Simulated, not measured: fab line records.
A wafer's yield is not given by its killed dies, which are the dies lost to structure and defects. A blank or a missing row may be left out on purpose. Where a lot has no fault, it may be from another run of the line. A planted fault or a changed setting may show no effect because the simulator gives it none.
fab line records	flow nand-harc
record lots=24	wafers=72	last-day=25
route steps=1159 shown A_SGD_CUT@760 A_SLIT@779 A_WL_FILL@815
lots that met no fault: taken from a fault-free run of the same line
start-h: hours from the record's first day to the start of the lot's first wafer shown	wait-h: how many hours have passed since the lot's step before this one	" unchanged from the row above	L1.1+2: a row that stands for several wafers	- no value, or no start was given	* or withheld: withheld	< > ~ a bound
route shown NAME@n: names a module that has steps shown in the file, with the first one's number in the route	usual: average and standard deviation across the fault-free wafers	same: alike in all rows	chamber/n: place in a boat	sites: readings site by site	_std_site: standard deviation across them	_edge_site: outer sites' mean less inner sites'	radius-mm: how far each site lies from the wafer's centre	mask NAME#n: copy n	behind: the most recent tool/chamber to have shaped the wafer	hold: why the lot was held/for how many hours/how that ended	device: the transistor (n, p or np) that didn't switch	end of line: tests of these same wafers at the route's end	for a step that has no rows: nothing shown but its recipe	killed: count of dies lost to structure and defects at first sort (not the wafer's yield)	map: per-die view of a wafer (x killed, . not killed, _ where there is no die)
set.NAME: the run value of the setting; set.NAME@STEP: its run value at that earlier step	model.NAME: the simulator's own value behind a step, which no gauge read
route steps across a sampled set of lots; one table per step, one row per wafer
services: the hour from which a tool's chamber was out of use, counted from the record's first day as start-h (under 0 if before that day), plus the number of hours and why
## steps
# step NHARC_A_SGD_CUT_INSPECT_11
# usual raw-defect-count=16/8.1
lot.wafer	tool	chamber	start-h	wait-h	raw-defect-count
L074.1	defect-inspect-01	-	316.33	0.0	5
L074.2	"	-	"	"	16
L074.3	"	-	"	"	13
L075.1	defect-inspect-01	-	317.64	0.0	13
L075.3	"	-	"	"	10
L075.5	"	-	"	"	11
L076.2	defect-inspect-01	-	322.05	0.0	4
L076.4	"	-	"	"	7
L076.6	"	-	"	"	9
L077.2	defect-inspect-01	-	329.25	0.0	18
L077.4	"	-	"	"	21
L077.5	"	-	"	"	16
L078.2	defect-inspect-01	-	335.45	0.0	9
L078.4	"	-	"	"	5
L078.5	"	-	"	"	13
L081.1	defect-inspect-02	-	353.81	0.0	13
L081.3	"	-	"	"	10
L081.5	"	-	"	"	16
L080.1	defect-inspect-01	-	353.99	0.0	24
L080.5	"	-	"	"	20
L080.6	"	-	"	"	23
L084.1	defect-inspect-02	-	363.40	0.0	17
L084.2	"	-	"	"	29
L084.5	"	-	"	"	21
L082.2	defect-inspect-01	-	364.04	0.0	15
L082.4	"	-	"	"	12
L082.5	"	-	"	"	14
L083.1	defect-inspect-01	-	364.19	0.0	13
L083.4	"	-	"	"	12
L083.6	"	-	"	"	17
L079.1	defect-inspect-01	-	366.17	0.0	26
L079.2	"	-	"	"	25
L079.6	"	-	"	"	11
L086.1	defect-inspect-01	-	374.47	0.0	14
L086.2	"	-	"	"	7
L086.4	"	-	"	"	10
L088.1	defect-inspect-02	-	374.96	0.0	26
L088.3	"	-	"	"	25
L088.4	"	-	"	"	25
L087.2	defect-inspect-02	-	384.38	0.0	13
L087.3	"	-	"	"	13
L087.4	"	-	"	"	14
L085.1	defect-inspect-02	-	384.54	0.0	21
L085.3	"	-	"	"	32
L085.6	"	-	"	"	31
L089.2	defect-inspect-01	-	398.33	0.0	4
L089.4	"	-	"	"	6
L089.5	"	-	"	"	7
L091.1	defect-inspect-01	-	405.50	0.0	37
L091.4	"	-	"	"	25
L091.5	"	-	"	"	26
L090.2	defect-inspect-02	-	405.77	0.0	10
L090.4	"	-	"	"	11
L090.5	"	-	"	"	13
L092.1	defect-inspect-01	-	410.80	0.0	6
L092.3	"	-	"	"	12
L092.5	"	-	"	"	7
L093.1	defect-inspect-02	-	416.74	0.0	21
L093.3	"	-	"	"	30
L093.4	"	-	"	"	21
L095.2	defect-inspect-02	-	421.10	0.0	34
L095.4	"	-	"	"	28
L095.6	"	-	"	"	31
L094.1	defect-inspect-02	-	421.66	0.0	9
L094.2	"	-	"	"	19
L094.5	"	-	"	"	11
L096.1	defect-inspect-02	-	441.83	0.0	10
L096.2	"	-	"	"	14
L096.3	"	-	"	"	16
L097.2	defect-inspect-02	-	457.37	0.0	10
L097.4	"	-	"	"	16
L097.6	"	-	"	"	12
# step NHARC_A_SGD_CUT_CMP_21
# recipe target-thk-nm=148.19
# usual motor-current-A=12.2/1	time-to-endpoint-s=50.1/2.8
lot.wafer	tool	chamber	start-h	wait-h	motor-current-A	time-to-endpoint-s
L074.1	cmp-04	0	324.63	0.4	10.8	49.7
L074.3	"	2	"	"	13.5	50.9
L074.2	"	3	"	"	12.3	47.2
L075.1	cmp-03	0	324.65	0.4	13.1	48.0
L075.3	"	2	"	"	12.1	49.6
L075.5	"	3	"	"	12.9	44.6
L076.4	cmp-03	1	327.94	0.5	12.2	49.0
L076.2	"	0	"	"	12.7	53.7
L076.6	"	1	"	"	11.1	47.1
L077.2	cmp-03	0	336.24	0.4	11.7	53.0
L077.4	"	2	"	"	12.5	54.9
L077.5	"	0	"	"	12.4	51.2
L078.4	cmp-02	2	341.90	0.4	13.9	54.8
L078.2	"	3	"	"	11.4	51.5
L078.5	"	3	"	"	11.1	50.8
L081.1	cmp-02	1	359.76	0.4	10.6	56.0
L081.3	"	2	"	"	14.6	54.1
L081.5	"	0	"	"	11.9	51.0
L080.1	cmp-03	0	359.83	0.5	12.9	49.7
L080.5	"	1	"	"	12.0	47.5
L080.6	"	2	"	"	11.8	49.3
L082.2	cmp-03	0	369.48	0.4	12.7	50.1
L082.4	"	1	"	"	11.3	47.7
L082.5	"	3	"	"	14.0	45.2
L079.2	cmp-04	3	369.48	0.4	11.2	47.9
L079.1	"	0	"	"	11.7	49.4
L079.6	"	2	"	"	14.0	49.1
L084.1	cmp-02	1	369.48	0.4	11.2	56.2
L084.2	"	2	"	"	13.0	54.3
L084.5	"	0	"	"	11.9	52.0
L083.1	cmp-03	2	369.57	0.5	12.2	52.5
L083.4	"	3	"	"	13.8	49.2
L083.6	"	2	"	"	11.8	52.2
L086.1	cmp-02	0	380.22	0.4	11.1	48.6
L086.4	"	1	"	"	10.7	54.2
L086.2	"	3	"	"	11.5	50.0
L088.4	cmp-03	2	380.22	0.4	12.2	51.3
L088.1	"	3	"	"	14.0	45.5
L088.3	"	0	"	"	12.8	49.7
L087.3	cmp-04	3	390.64	0.4	11.7	49.8
L087.2	"	1	"	"	12.3	54.6
L087.4	"	2	"	"	13.5	51.3
L085.1	cmp-02	3	390.66	0.4	11.0	47.4
L085.3	"	1	"	"	11.1	53.0
L085.6	"	0	"	"	11.6	49.3
L089.4	cmp-04	0	405.71	0.4	10.9	52.3
L089.2	"	1	"	"	12.5	52.7
L089.5	"	1	"	"	12.3	56.7
L091.1	cmp-03	1	411.02	0.4	11.4	46.2
L091.4	"	3	"	"	13.5	41.0
L091.5	"	2	"	"	12.8	47.2
L090.2	cmp-02	0	411.04	0.4	10.8	48.9
L090.4	"	2	"	"	14.3	50.9
L090.5	"	0	"	"	11.3	46.6
L092.3	cmp-03	1	416.35	0.4	12.1	50.6
L092.1	"	3	"	"	13.6	49.6
L092.5	"	1	"	"	12.0	50.5
L093.3	cmp-03	2	422.50	0.4	12.5	54.7
L093.4	"	3	"	"	14.1	48.9
L093.1	"	0	"	"	12.7	53.0
L095.4	cmp-04	0	426.88	0.4	11.2	48.7
L095.2	"	1	"	"	12.1	49.6
L095.6	"	3	"	"	12.2	46.5
L094.2	cmp-02	2	426.89	0.4	13.7	50.6
L094.1	"	3	"	"	10.7	46.9
L094.5	"	1	"	"	10.0	48.5
L096.2	cmp-03	0	447.20	0.4	13.0	50.8
L096.3	"	1	"	"	12.2	47.3
L096.1	"	2	"	"	12.6	52.3
L097.2	cmp-02	0	467.61	0.4	11.5	46.6
L097.4	"	1	"	"	10.9	49.9
L097.6	"	0	"	"	11.5	49.9
# step NHARC_A_SGD_CUT_THK_MEAS_22
# recipe thk-meas-gauge=ellipsometry
# usual thk-nm=148.4/1.4
lot.wafer	tool	chamber	start-h	wait-h	thk-nm
L075.1	film-metro-02	-	324.88	0.2	148.6
L075.3	"	-	"	"	147.6
L075.5	"	-	"	"	145.5
L074.1	film-metro-01	-	324.88	0.2	149.1
L074.2	"	-	"	"	150.0
L074.3	"	-	"	"	147.3
L076.2	film-metro-01	-	328.20	0.2	149.5
L076.4	"	-	"	"	146.8
L076.6	"	-	"	"	146.0
L077.2	film-metro-01	-	336.47	0.2	148.2
L077.4	"	-	"	"	148.2
L077.5	"	-	"	"	146.9
L078.2	film-metro-02	-	342.16	0.2	149.0
L078.4	"	-	"	"	148.3
L078.5	"	-	"	"	149.5
L081.1	film-metro-01	-	359.99	0.2	148.4
L081.3	"	-	"	"	148.0
L081.5	"	-	"	"	147.4
L080.1	film-metro-01	-	360.01	0.2	147.8
L080.5	"	-	"	"	145.5
L080.6	"	-	"	"	149.9
L082.2	film-metro-02	-	369.68	0.2	147.8
L082.4	"	-	"	"	147.8
L082.5	"	-	"	"	148.2
L084.1	film-metro-01	-	369.69	0.2	150.1
L084.2	"	-	"	"	151.2
L084.5	"	-	"	"	149.3
L079.1	film-metro-02	-	369.69	0.2	149.0
L079.2	"	-	"	"	148.8
L079.6	"	-	"	"	147.4
L083.1	film-metro-02	-	369.83	0.2	146.5
L083.4	"	-	"	"	148.8
L083.6	"	-	"	"	149.6
L086.1	film-metro-02	-	380.47	0.2	148.8
L086.2	"	-	"	"	149.2
L086.4	"	-	"	"	150.2
L088.1	film-metro-01	-	380.48	0.2	148.8
L088.3	"	-	"	"	147.2
L088.4	"	-	"	"	148.3
L087.2	film-metro-02	-	390.89	0.2	148.9
L087.3	"	-	"	"	146.1
L087.4	"	-	"	"	146.7
L085.1	film-metro-02	-	390.91	0.2	147.4
L085.3	"	-	"	"	147.5
L085.6	"	-	"	"	149.3
L089.2	film-metro-02	-	405.96	0.2	148.3
L089.4	"	-	"	"	148.5
L089.5	"	-	"	"	151.2
L090.2	film-metro-02	-	411.27	0.2	150.0
L090.4	"	-	"	"	147.1
L090.5	"	-	"	"	148.7
L091.1	film-metro-01	-	411.28	0.2	146.0
L091.4	"	-	"	"	143.8
L091.5	"	-	"	"	147.1
L092.1	film-metro-01	-	416.58	0.2	145.8
L092.3	"	-	"	"	149.4
L092.5	"	-	"	"	148.6
L093.1	film-metro-01	-	422.75	0.2	147.6
L093.3	"	-	"	"	149.7
L093.4	"	-	"	"	147.1
L095.2	film-metro-02	-	427.09	0.2	149.8
L095.4	"	-	"	"	148.6
L095.6	"	-	"	"	149.1
L094.1	film-metro-02	-	427.09	0.2	150.4
L094.2	"	-	"	"	148.9
L094.5	"	-	"	"	148.0
L096.1	film-metro-02	-	447.47	0.2	148.7
L096.2	"	-	"	"	147.2
L096.3	"	-	"	"	147.6
L097.2	film-metro-01	-	467.84	0.2	147.6
L097.4	"	-	"	"	149.7
L097.6	"	-	"	"	148.8
# step NHARC_A_SGD_CUT_STRIP_28
# recipe time-s=20	o2-flow-sccm=500	ar-flow-sccm=0	bias-w=0	chemistry=O2
# usual drypump-motor-current-A=5.8/0.44	oes-product-au=1.001/0.0099	rf-vpp-V=57.9/0.95	showerhead-plenum-p-Torr=3.52/0.16	throttle-valve-pct=17.037/0.009
lot.wafer	tool	chamber	start-h	wait-h	drypump-motor-current-A	oes-product-au	rf-hours-counter-h	rf-vpp-V	showerhead-plenum-p-Torr	throttle-valve-pct
L075.3	rie-diel-09	3	-	-	6.0	0.991	6	57.1	3.41	17.032
L075.1	"	0	"	"	6.3	1.003	6	58.0	3.35	17.034
L075.5	"	3	"	"	6.0	0.992	-	57.6	3.41	17.032
L074.3	rie-diel-06	3	-	-	5.7	1.003	5	58.9	3.70	17.044
L074.2	"	1	"	"	5.9	1.007	4	58.2	3.33	17.041
L074.1	"	2	"	"	5.8	0.989	4	58.6	3.45	17.035
L076.2	rie-diel-09	1	-	-	4.9	1.007	6	57.5	3.67	17.048
L076.4	"	3	"	"	6.0	0.993	6	57.6	3.41	17.031
L076.6	"	0	"	"	6.4	1.013	-	57.4	3.35	17.027
L077.2	rie-diel-03	0	-	-	6.0	1.004	12	57.0	3.44	17.043
L077.4	"	3	"	"	6.0	0.979	11	57.5	3.77	17.039
L077.5	"	1	"	"	5.4	0.995	-	58.2	3.73	17.039
L078.4	rie-diel-06	0	-	-	6.5	0.992	6	58.8	3.60	17.048
L078.2	"	3	"	"	5.7	1.016	6	58.6	3.70	17.044
L078.5	"	0	"	"	6.5	0.985	-	59.0	3.60	17.037
L081.3	rie-diel-03	2	-	-	5.3	1.005	14	59.1	3.60	17.049
L081.1	"	1	"	"	5.4	0.997	15	56.2	3.73	17.047
L081.5	"	3	"	"	5.9	0.997	-	58.0	3.77	17.042
L080.1	rie-diel-09	3	-	-	6.0	1.008	10	57.6	3.41	17.034
L080.6	"	1	"	"	4.9	0.991	-	58.9	3.67	17.042
L080.5	"	2	"	"	5.4	1.014	-	57.2	3.33	17.037
L082.4	rie-diel-06	3	-	-	5.6	1.020	8	58.2	3.70	17.042
L082.2	"	1	"	"	5.9	1.015	8	56.3	3.33	17.050
L082.5	"	0	"	"	6.5	0.986	-	58.3	3.60	17.032
L084.2	rie-diel-09	3	-	-	6.0	0.989	11	58.3	3.41	17.039
L084.1	"	0	"	"	6.4	0.988	10	55.4	3.34	17.042
L084.5	"	0	"	"	6.4	1.001	-	56.7	3.34	17.029
L079.1	rie-diel-03	0	-	-	6.0	1.011	15	57.3	3.44	17.028
L079.2	"	3	"	"	5.9	0.974	15	58.7	3.76	17.043
L079.6	"	0	"	"	6.0	1.005	-	58.0	3.44	17.033
L083.4	rie-diel-09	2	-	-	5.5	1.008	10	57.9	3.33	17.022
L083.1	"	3	"	"	6.0	0.995	11	58.4	3.41	17.047
L083.6	"	1	"	"	4.9	0.993	-	57.9	3.67	17.028
L088.4	rie-diel-03	2	-	-	5.3	1.002	17	58.0	3.60	17.033
L088.3	"	3	"	"	5.9	0.990	16	58.7	3.76	17.065
L088.1	"	1	"	"	5.4	1.000	17	57.7	3.72	17.033
L086.4	rie-diel-09	3	-	-	6.0	1.007	12	58.1	3.41	17.028
L086.1	"	0	"	"	6.4	1.011	12	57.2	3.34	17.032
L086.2	"	1	"	"	4.9	1.004	11	57.2	3.67	17.033
L087.2	rie-diel-06	1	-	-	5.9	1.020	9	57.2	3.33	17.043
L087.3	"	2	"	"	5.8	0.995	9	58.2	3.45	17.033
L087.4	"	0	"	"	6.5	0.989	9	57.7	3.60	17.025
L085.1	rie-diel-03	0	-	-	6.0	1.020	16	58.8	3.44	17.036
L085.3	"	3	"	"	5.9	0.999	17	58.7	3.76	17.033
L085.6	"	1	"	"	5.4	0.996	-	60.8	3.72	17.036
L089.4	rie-diel-06	1	-	-	5.9	1.002	10	56.4	3.33	17.035
L089.2	"	3	"	"	5.6	1.005	10	59.2	3.70	17.056
L089.5	"	1	"	"	5.9	1.011	-	57.0	3.33	17.052
L090.4	rie-diel-09	2	-	-	5.5	1.015	14	58.3	3.33	17.015
L090.2	"	0	"	"	6.4	0.998	14	57.7	3.34	17.024
L090.5	"	3	"	"	5.9	0.998	-	57.9	3.40	17.034
L091.1	rie-diel-03	2	-	-	5.3	1.006	1	59.1	3.59	17.030
L091.4	"	3	"	"	6.0	0.993	1	59.4	3.76	17.025
L091.5	"	2	"	"	5.3	0.994	-	57.1	3.59	17.053
L092.3	rie-diel-03	1	-	-	5.4	0.996	2	58.5	3.72	17.039
L092.1	"	2	"	"	5.3	1.002	2	58.3	3.59	17.025
L092.5	"	1	"	"	5.4	0.999	-	57.4	3.72	17.037
L093.4	rie-diel-09	2	-	-	5.5	0.996	15	57.2	3.33	17.038
L093.3	"	0	"	"	6.4	0.997	15	56.0	3.34	17.039
L093.1	"	1	"	"	4.9	1.003	15	57.9	3.67	17.033
L094.1	rie-diel-09	2	-	-	5.5	1.012	16	56.2	3.33	17.024
L094.2	"	3	"	"	6.0	0.991	17	55.6	3.40	17.051
L094.5	"	2	"	"	5.5	1.003	-	57.9	3.33	17.032
L095.4	rie-diel-03	0	-	-	6.0	1.010	3	56.6	3.44	17.043
L095.2	"	3	"	"	6.0	1.000	2	58.3	3.76	17.038
L095.6	"	1	"	"	5.4	1.008	-	59.5	3.72	17.034
L096.3	rie-diel-06	3	-	-	5.7	1.000	2	59.2	3.70	17.031
L096.2	"	0	"	"	6.5	0.986	2	58.2	3.60	17.013
L096.1	"	1	"	"	5.9	1.007	2	58.2	3.33	17.045
L097.2	rie-diel-06	0	-	-	6.5	0.988	3	57.2	3.60	17.051
L097.4	"	3	"	"	5.6	0.997	3	58.0	3.70	17.029
L097.6	"	1	"	"	5.9	1.007	-	57.3	3.33	17.023
# step NHARC_A_SLIT_DEP_25
# recipe target-thk-a=2000	temp-c=400	pressure-torr=6.5	rf-w=900	teos-flow-sccm=161.4	flow-sccm=2650	target-thk-nm=200	gas=O2	material=SiO2
# usual heater-power-w=589/110	rf-fwd-power-W=897.9/2.6	susceptor-temp-C=400.03/0.24	throttle-valve-pct=16.0/0.49
lot.wafer	tool	chamber	start-h	wait-h	heater-power-w	rf-fwd-power-W	susceptor-temp-C	throttle-valve-pct
L075.1	pecvd-02	2	325.41	0.1	374	894.9	399.75	16.1
L075.3	"	0	"	"	600	896.5	399.76	16.2
L075.5	"	2	"	"	363	898.5	400.10	15.8
L074.1	pecvd-01	2	325.43	0.1	701	897.6	399.87	15.2
L074.2	"	0	"	"	534	896.6	400.12	15.6
L074.3	"	1	"	"	644	900.1	400.02	16.3
L076.2	pecvd-03	1	329.01	0.3	573	899.5	399.89	16.6
L076.4	"	1	"	"	446	898.4	400.02	16.8
L076.6	"	0	"	"	715	894.7	399.92	15.3
L077.2	pecvd-03	0	337.10	0.1	793	897.7	400.24	15.1
L077.5	"	2	"	"	582	898.7	399.99	16.2
L077.4	"	0	"	"	785	896.5	400.38	15.2
L078.2	pecvd-03	1	342.77	0.1	524	902.8	399.94	17.0
L078.4	"	2	"	"	475	897.7	399.74	16.0
L078.5	"	1	"	"	553	901.5	400.43	16.6
L081.3	pecvd-02	1	360.52	0.1	541	900.0	399.95	16.5
L081.1	"	2	"	"	447	897.8	400.39	15.4
L081.5	"	1	"	"	562	901.9	400.11	16.0
L080.1	pecvd-01	1	360.55	0.1	677	899.2	399.74	16.0
L080.6	"	1	"	"	689	900.1	399.93	16.0
L080.5	"	0	"	"	548	895.7	400.24	15.8
L082.2	pecvd-03	2	370.25	0.1	582	898.6	399.99	15.7
L082.4	"	1	"	"	495	897.4	399.99	17.0
L082.5	"	0	"	"	768	899.9	399.82	15.4
L084.1	pecvd-01	2	370.30	0.1	721	895.1	400.12	15.6
L084.2	"	1	"	"	665	895.1	399.92	16.1
L084.5	"	1	"	"	704	894.9	399.85	16.0
L083.1	pecvd-02	1	370.45	0.2	674	899.1	399.71	16.3
L083.4	"	1	"	"	685	898.7	400.22	16.1
L083.6	"	2	"	"	347	896.7	400.37	15.6
L079.1	pecvd-03	0	370.48	0.2	858	900.5	400.20	15.2
L079.2	"	1	"	"	582	897.3	400.08	17.1
L079.6	"	1	"	"	593	894.4	400.25	16.8
L086.2	pecvd-03	1	381.12	0.2	477	899.3	399.90	16.8
L086.1	"	2	"	"	525	898.7	399.99	16.1
L086.4	"	0	"	"	765	897.2	400.21	15.4
L088.1	pecvd-03	0	381.32	0.4	693	894.5	400.04	15.6
L088.3	"	1	"	"	548	901.1	400.01	16.8
L088.4	"	0	"	"	697	899.1	399.79	15.5
L087.3	pecvd-02	2	391.42	0.1	434	896.7	400.11	15.7
L087.2	"	1	"	"	672	896.9	400.23	16.2
L087.4	"	1	"	"	674	892.9	400.42	16.4
L085.1	pecvd-01	1	391.46	0.1	726	898.0	400.23	16.3
L085.3	"	0	"	"	460	901.9	400.02	15.6
L085.6	"	0	"	"	484	901.9	400.32	15.7
L089.2	pecvd-03	1	406.68	0.3	578	897.5	399.90	17.0
L089.5	"	1	"	"	438	896.8	399.85	16.9
L089.4	"	0	"	"	768	898.4	400.18	15.2
L090.2	pecvd-02	2	411.88	0.1	390	897.7	399.82	15.7
L090.5	"	0	"	"	577	898.8	400.57	16.1
L090.4	"	1	"	"	686	898.7	400.13	16.3
L091.1	pecvd-01	1	411.89	0.1	760	900.5	400.38	16.3
L091.4	"	0	"	"	445	899.8	400.03	15.7
L091.5	"	1	"	"	578	900.4	400.14	16.2
L092.1	pecvd-01	1	417.11	0.1	707	891.5	398.97	16.3
L092.3	"	2	"	"	671	899.0	400.27	15.8
L092.5	"	2	"	"	677	900.4	399.93	15.3
L093.1	pecvd-02	2	423.39	0.2	385	895.1	399.81	15.9
L093.3	"	1	"	"	653	899.6	400.07	16.7
L093.4	"	0	"	"	673	898.5	400.11	16.0
L094.1	pecvd-03	0	427.62	0.1	698	904.5	400.09	15.6
L094.2	"	2	"	"	449	897.4	399.85	15.9
L094.5	"	0	"	"	737	902.9	399.80	15.5
L095.2	pecvd-02	0	427.74	0.2	647	898.6	400.30	16.3
L095.6	"	2	"	"	434	901.0	399.99	15.9
L095.4	"	0	"	"	649	901.8	400.18	15.9
L096.1	pecvd-02	1	448.00	0.1	703	894.8	399.97	16.5
L096.2	"	2	"	"	379	898.4	400.12	15.8
L096.3	"	0	"	"	561	898.1	400.19	15.9
L097.2	pecvd-02	0	468.52	0.2	535	897.4	399.58	16.2
L097.6	"	1	"	"	690	892.4	399.94	16.5
L097.4	"	0	"	"	546	898.3	399.69	15.9
# step NHARC_A_WL_FILL_ETCHBACK_05
# recipe target-depth-a=220	time-s=60	temp-c=40	chemistry=Cl2/BCl3
# usual drypump-motor-current-A=5.9/0.39	he-backside-leak-sccm=3.22/0.17	oes-product-au=1.000/0.013
lot.wafer	tool	chamber	start-h	wait-h	drypump-motor-current-A	he-backside-leak-sccm	oes-product-au	rf-hours-counter-h
L074.2	rie-metal-01	0	344.31	0.2	5.2	3.25	1.014	0.1
L074.1	"	1	"	"	6.4	3.26	0.996	0.1
L074.3	"	0	"	"	5.2	3.13	1.015	-
L075.1	rie-metal-02	0	346.45	0.2	5.8	3.37	0.998	3.7
L075.3	"	1	"	"	5.9	3.56	0.980	-
L075.5	"	0	"	"	5.7	3.39	0.993	-
L076.2	rie-metal-02	1	351.07	0.2	5.9	3.36	1.002	3.3
L076.4	"	0	"	"	5.8	3.11	1.009	-
L076.6	"	0	"	"	5.8	3.18	1.007	-
L077.2	rie-metal-02	1	355.77	0.2	5.9	3.33	0.990	3.8
L077.4	"	0	"	"	5.7	3.15	1.006	-
L077.5	"	0	"	"	5.7	3.17	0.998	-
L078.2	rie-metal-03	0	368.89	0.2	6.1	2.86	1.019	2.8
L078.4	"	1	"	"	6.2	3.17	1.005	-
L078.5	"	1	"	"	6.2	3.05	1.006	-
L080.1	rie-metal-01	0	382.37	0.2	5.2	3.28	1.015	1.2
L080.5	"	1	"	"	6.3	3.07	0.991	-
L080.6	"	0	"	"	5.2	3.28	1.005	-
L081.1	rie-metal-03	0	385.20	0.2	6.1	2.97	1.013	3.2
L081.3	"	1	"	"	6.3	3.33	1.006	-
L081.5	"	1	"	"	6.3	3.18	1.000	-
L082.2	rie-metal-03	0	393.31	0.2	6.1	3.02	1.010	3.7
L082.4	"	0	"	"	6.1	3.18	1.021	-
L082.5	"	0	"	"	6.1	2.92	1.019	-
L083.1	rie-metal-01	0	394.22	0.2	5.2	3.04	1.012	1.5
L083.4	"	0	"	"	5.2	3.02	1.006	-
L083.6	"	0	"	"	5.2	2.94	1.012	-
L079.1	rie-metal-03	0	396.83	0.2	6.2	3.09	1.011	4.0
L079.2	"	1	"	"	6.2	3.16	1.006	4.0
L079.6	"	0	"	"	6.1	3.02	1.013	-
L084.2	rie-metal-01	0	397.00	0.2	5.2	3.13	1.017	1.8
L084.1	"	1	"	"	6.3	3.48	0.991	1.8
L084.5	"	1	"	"	6.3	3.40	1.000	-
L088.1	rie-metal-02	1	401.45	0.2	5.9	3.33	0.988	0.1
L088.4	"	0	"	"	5.8	3.30	0.967	-
L088.3	"	1	"	"	5.9	3.08	0.983	-
L086.2	rie-metal-03	0	401.58	0.2	6.1	3.08	1.025	4.2
L086.1	"	1	"	"	6.2	3.23	1.010	4.2
L086.4	"	0	"	"	6.1	3.13	1.013	-
L087.2	rie-metal-01	1	411.63	0.2	6.3	3.55	0.998	2.5
L087.4	"	1	"	"	6.3	3.59	0.995	-
L087.3	"	0	"	"	5.2	3.02	1.014	-
L085.1	rie-metal-02	0	411.64	0.2	5.7	3.33	0.982	0.7
L085.3	"	0	"	"	5.7	3.46	0.984	-
L085.6	"	1	"	"	5.9	3.35	0.983	-
L089.2	rie-metal-02	0	429.43	0.2	5.7	3.30	0.976	1.1
L089.4	"	0	"	"	5.7	3.49	0.980	-
L089.5	"	1	"	"	5.9	3.38	0.978	-
L090.2	rie-metal-03	1	431.95	0.2	6.3	3.22	1.002	4.7
L090.4	"	1	"	"	6.2	3.22	1.002	-
L090.5	"	0	"	"	6.1	2.93	1.004	-
L091.1	rie-metal-01	0	432.23	0.2	5.2	3.14	1.005	2.8
L091.4	"	1	"	"	6.3	3.29	0.993	-
L091.5	"	1	"	"	6.3	3.32	0.997	-
L092.1	rie-metal-01	1	440.13	0.2	6.3	3.34	0.997	3.1
L092.3	"	0	"	"	5.2	3.05	1.013	-
L092.5	"	1	"	"	6.3	3.37	0.994	-
L093.1	rie-metal-03	0	444.26	0.4	6.1	3.29	0.992	5.9
L093.3	"	0	"	"	6.1	3.11	1.004	-
L093.4	"	0	"	"	6.1	3.09	1.003	-
L095.2	rie-metal-02	1	448.19	0.2	5.9	3.31	0.988	1.7
L095.4	"	0	"	"	5.8	3.28	0.993	-
L095.6	"	0	"	"	5.8	3.24	1.000	-
L094.1	rie-metal-01	1	448.30	0.2	6.3	3.56	1.004	3.4
L094.2	"	0	"	"	5.1	3.39	1.008	3.4
L094.5	"	0	"	"	5.2	3.21	1.018	-
L096.2	rie-metal-03	1	466.85	0.2	6.3	3.21	1.025	0.1
L096.1	"	0	"	"	6.1	3.03	1.002	0.1
L096.3	"	1	"	"	6.3	3.27	1.017	-
L097.2	rie-metal-02	0	494.44	0.2	5.7	3.24	0.988	3.0
L097.4	"	1	"	"	5.8	2.91	0.984	-
L097.6	"	1	"	"	5.9	3.20	0.985	-
## services
tool	chamber	start-h	hours	kind
cmp-03	-	304.66	12.9	repair
rie-diel-03	-	307.75	0.5	repair
rie-metal-01	-	311.04	4.1	repair
rie-metal-02	1	321.48	8.0	repair
cmp-02	-	324.51	4.0	pm
rie-metal-01	-	332.00	9.0	pm
cmp-03	-	334.15	1.6	repair
pecvd-02	-	334.20	13.0	pm
cmp-03	-	339.77	2.9	repair
rie-diel-03	3	340.15	5.0	repair
pecvd-03	-	340.29	0.4	repair
rie-diel-03	0	350.90	9.0	repair
cmp-03	-	352.18	4.0	pm
cmp-02	-	352.57	2.3	repair
cmp-02	-	364.54	3.8	repair
cmp-03	-	373.21	0.7	repair
rie-diel-09	-	385.67	0.6	repair
rie-metal-02	-	388.00	9.0	pm
rie-diel-03	-	392.30	9.0	pm
cmp-03	-	398.86	11.7	repair
rie-diel-09	-	431.10	9.0	pm
cmp-03	-	450.18	4.0	pm
pecvd-03	-	473.00	13.0	pm
cmp-03	-	476.97	2.1	repair
## key
fault none
